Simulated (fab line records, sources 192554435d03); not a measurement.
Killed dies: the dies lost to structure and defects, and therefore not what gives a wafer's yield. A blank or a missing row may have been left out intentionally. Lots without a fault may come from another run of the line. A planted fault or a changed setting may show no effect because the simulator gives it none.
Split-lot experiment -- flow n5_finfet -- on a route of 1938 steps: 7 lots, 21 wafers read

== THE SPLIT ITSELF ==
At N5_BEOL_M12_ILD_DEP_00 (deposits SiOC from DEMS/O2, target thk 658.92 nm, time 130.7 s), the setting time_s was moved away from the recipe's 130.7 s on 4 of the 21 wafers read, by -13.9% to -9.6%. All remaining wafers had this setting at the recipe value.

The file shows no step between the split and the reading.

== THE READING ==
M12_ILD_THK at N5_BEOL_M12_THK_MEAS_01, in nm. On this fab line, fault-free wafers typically give 660 nm with a standard deviation of 9.1 nm.

wafer,"tool, chamber at the split","time_s as run, s",against the recipe,"M12_ILD_THK, nm",against lot-mates on the recipe
L075.1,"pecvd-03, 1",130.7,recipe,667,-
L075.4,"pecvd-03, 1",130.7,recipe,676,-
L075.6,"pecvd-03, 2",130.7,recipe,677,-
L077.2,"pecvd-04, 1",112.5,-13.9%,564,-91
L077.3,"pecvd-04, 0",130.7,recipe,655,-
L077.4,"pecvd-04, 1",112.5,-13.9%,569,-86
L076.1,"pecvd-04, 2",130.7,recipe,642,-
L076.4,"pecvd-04, 0",130.7,recipe,651,-
L076.6,"pecvd-04, 1",130.7,recipe,654,-
L078.1,"pecvd-03, 0",130.7,recipe,656,-
L078.4,"pecvd-03, 2",130.7,recipe,679,-
L078.6,"pecvd-03, 0",130.7,recipe,672,-
L080.1,"pecvd-02, 2",130.7,recipe,651,-
L080.4,"pecvd-02, 0",130.7,recipe,659,-
L080.6,"pecvd-02, 1",130.7,recipe,670,-
L079.1,"pecvd-04, 2",115,-12.0%,583,-72
L079.3,"pecvd-04, 0",130.7,recipe,649,-
L079.4,"pecvd-04, 2",130.7,recipe,660,-
L094.4,"pecvd-03, 1",130.7,recipe,666,-
L094.5,"pecvd-03, 0",130.7,recipe,668,-
L094.6,"pecvd-03, 2",118.2,-9.6%,606,-61

FIT RESULTS
A straight line over all 21 wafers: M12_ILD_THK changes by +6.65 nm for each +1% of time_s; r = +0.96; the points scatter about the line by 10 nm.
The same after taking each lot's own level away (the mean of its wafers on the recipe; 21 wafers): +6.27 nm for each +1%; r = +0.98; scatter 6 nm.
On that fit, the largest move of time_s shifts the reading by 87 nm.
From 649.0 to 673.3 nm: that is the span of the lots' own levels, equal to 2.7 times the standard deviation above.
The two slopes are in agreement: the lot-to-lot level therefore moves the slope only a little.
Check: for one of the wafers moved furthest among these (-13.9%), held out of the fit, the line's prediction against its lot-mates is -85.6 nm. It came out at -91 nm against them.

== THE WHOLE CHAIN: every reading that the file lists as answering this split, in the file's order ==
step,what it does,reading,change (the file's fit),r (the file's)
N5_BEOL_M12_ILD_DEP_00,"deposits SiOC from DEMS/O2, target thk 658.92 nm, time 130.7 s","SiOC_of_BEOL_M12_ILD_DEP_00.thk_nm (the simulator's own value, which no gauge read)",+6.22 nm for each +1% of the setting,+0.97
N5_BEOL_M12_THK_MEAS_01,,M12_ILD_THK,+6.23 for each +1% of the setting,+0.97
N5_BEOL_M12_VIA_ETCH_16,"etches SiOC in C4F8/O2/Ar, target depth 724.8 nm","etch.depth_nm (the simulator's own value, which no gauge read)",+6.22 nm for each +1% of the setting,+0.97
N5_BEOL_M12_VIA_ETCH_16,"etches SiOC in C4F8/O2/Ar, target depth 724.8 nm","coat_of_BEOL_M12_COAT_04.thk_nm (the simulator's own value, which no gauge read)",-1.67 nm for each +1% of the setting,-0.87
N5_BEOL_M12_STRIP_63,strips in N2/H2,strip_time_to_endpoint_s,withheld for each +1% of the setting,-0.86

== THE FILE'S OWN FIT ==
M12_ILD_THK changes by +6.23 nm for each +1% of time_s, r = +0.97.
